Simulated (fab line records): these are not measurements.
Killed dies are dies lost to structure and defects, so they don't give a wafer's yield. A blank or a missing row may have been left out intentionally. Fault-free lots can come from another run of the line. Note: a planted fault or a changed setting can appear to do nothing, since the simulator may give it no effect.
Chamber matching + flow n5Finfet + N5_GATE_CUT_STRIP_42 on rieDiel-04 has 4 sister chambers
The step strips in O2. 4 wafers are shown with their chamber, then 12 later ones without.

EACH WAFER AND ITS CHAMBER
| wafer  | chamber | throttleValvePct (%) |
|--------|---------|----------------------|
| L088.3 | 0       | 17.27                |
| L090.1 | 3       | 16.60                |
| L090.5 | 1       | 16.48                |
| L090.6 | 2       | 17.08                |

WAFERS WHOSE CHAMBER IS MISSING
| wafer  | throttleValvePct (%) |
|--------|----------------------|
| L093.3 | 16.63                |
| L093.4 | 16.52                |
| L093.5 | 16.63                |
| L094.4 | 16.62                |
| L094.5 | 17.11                |
| L094.6 | 16.53                |
| L095.1 | 16.62                |
| L095.5 | 16.64                |
| L095.6 | 17.10                |
| L097.1 | 16.81                |
| L097.4 | 16.64                |
| L097.5 | 16.62                |

CHAMBER TAKEN BY EACH
| wafer  | from the rows above          | in truth |
|--------|------------------------------|----------|
| L093.3 | can't be placed: 3 or 1      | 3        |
| L093.4 | can't be placed: 1 or 3      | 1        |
| L093.5 | can't be placed: 3 or 1      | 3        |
| L094.4 | can't be placed: 3 or 1      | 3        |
| L094.5 | can't be placed: 2 or 0      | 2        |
| L094.6 | can't be placed: 1 or 3      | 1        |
| L095.1 | can't be placed: 3 or 1      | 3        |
| L095.5 | can't be placed: 3 or 1      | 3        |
| L095.6 | 2                            | 2        |
| L097.1 | can't be placed: 3 or 2 or 1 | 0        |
| L097.4 | can't be placed: 3 or 1      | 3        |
| L097.5 | can't be placed: 3 or 1      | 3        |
Placed correctly: 1 of 12. Not placeable from these rows: 11 (in 10, the candidates include the true chamber). Placed wrongly: 0.
How it was worked out, from the rows above alone: a wafer's distance from a chamber is the root of the sum, over the readings, of the square of ((its reading less the chamber's mean) divided by the reading's scatter). If the next closest chamber is less than 2 further off than the closest, the wafer can't be placed; otherwise it belongs to the closest. The mean given for a chamber averages the wafers shown for that chamber. The scatter (one wafer shown for each chamber): square how far every hidden wafer sits from the nearest shown wafer, average those squares and take the square root.
